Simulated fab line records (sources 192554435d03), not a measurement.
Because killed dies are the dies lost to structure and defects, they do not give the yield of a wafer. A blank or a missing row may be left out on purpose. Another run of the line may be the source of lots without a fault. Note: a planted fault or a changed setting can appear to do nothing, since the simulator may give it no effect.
Split-lot study	flow n5 finfet	on a route of 1938 steps: 7 lots, 21 wafers read

## ON THE SPLIT
At N5_BEOL_M4_COAT_62 (time 60 s, resist thk 12 nm), the setting spin rpm was moved away from the recipe's 1500 rpm on 7 of the 21 wafers read, by -10.5% to +4.4%. All remaining wafers had this setting at the recipe value.

## FROM THE SPLIT TO THE READING: what the file shows between them, 4 steps
- N5_BEOL_M4_COAT_73: time 60 s, resist thk 5 nm
- N5_BEOL_M4_COAT_05: resist thk 30 nm
- N5_BEOL_M4_DESCUM_16: chemistry O2, time 7 s
- N5_BEOL_M4_ETCH_74: etches underlayer in N2/H2, target depth 6.5 nm, time 5.2 s

## THE READING
etch.depth nm (the simulator's own value, which no gauge read), in nm, at N5_BEOL_M4_ETCH_63 (etches SiARC in CF4, target depth 15.6 nm, time 26 s). The file gives no usual value for it. Here, 14 wafers ran the recipe; their average is 12.02 nm with a standard deviation of 0.037 nm.

wafer	tool, chamber at the split	spin rpm as run, rpm	against the recipe	etch.depth nm, nm	against lot-mates on the recipe
L075.1	litho track-04, 0	1500	recipe	12.02	-
L075.2	litho track-04, 0	1427	-4.9%	12.3	+0.28
L075.5	litho track-04, 0	1427	-4.9%	12.36	+0.34
L078.1	litho track-03, 0	1500	recipe	12.03	-
L078.2	litho track-03, 0	1500	recipe	12.08	-
L078.5	litho track-03, 0	1500	recipe	12.04	-
L079.2	litho track-04, 0	1343	-10.5%	12.75	no lot-mate on the recipe
L079.3	litho track-04, 0	1343	-10.5%	12.71	no lot-mate on the recipe
L079.4	litho track-04, 0	1343	-10.5%	12.68	no lot-mate on the recipe
L085.1	litho track-04, 0	1500	recipe	12	-
L085.5	litho track-04, 0	1500	recipe	12.05	-
L085.6	litho track-04, 0	1500	recipe	11.98	-
L090.2	litho track-02, 0	1500	recipe	11.96	-
L090.5	litho track-02, 0	1500	recipe	11.95	-
L090.6	litho track-02, 0	1500	recipe	12.01	-
L096.1	litho track-02, 0	1566	+4.4%	11.76	-0.24
L096.4	litho track-02, 0	1566	+4.4%	11.77	-0.23
L096.6	litho track-02, 0	1500	recipe	12	-
L097.1	litho track-03, 0	1500	recipe	12.05	-
L097.2	litho track-03, 0	1500	recipe	12.04	-
L097.4	litho track-03, 0	1500	recipe	12.06	-

THE FIT
A straight line over all 21 wafers: etch.depth nm changes by -0.0649 nm for each +1% of spin rpm; r = -0.99; the points scatter about the line by 0.037 nm.
The same after taking each lot's own level away (the mean of its wafers on the recipe; 18 wafers): -0.059 nm for each +1%; r = -0.98; scatter 0.025 nm.
The reading moves by 0.62 nm for the largest change in spin rpm, on that fit.
The lots' own levels span 11.973 to 12.050 nm, that is 2.1 times the standard deviation above.
So the lot-to-lot level changes the slope little: the two slopes agree.
Check: +0.298 nm against its lot-mates is what the line predicts for one of the wafers moved furthest among these (-4.9%) when that wafer is left out of the fit. Against them it came out at +0.28 nm.

## THE WHOLE CHAIN: every reading that the file lists as answering this split, in the file's order
step	what it does	reading	change (the file's fit)	r (the file's)
N5_BEOL_M4_COAT_62	time 60 s, resist thk 12 nm	SiARC_of_BEOL_M4_COAT_62.thk nm (the simulator's own value, which no gauge read)	-0.0657 nm for each +1% of the setting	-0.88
N5_BEOL_M4_ETCH_63	etches SiARC in CF4, target depth 15.6 nm, time 26 s	etch.depth nm (the simulator's own value, which no gauge read)	-0.0604 nm for each +1% of the setting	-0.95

## THE FILE'S OWN FIT
etch.depth nm changes by -0.0604 nm for each +1% of spin rpm, r = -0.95.
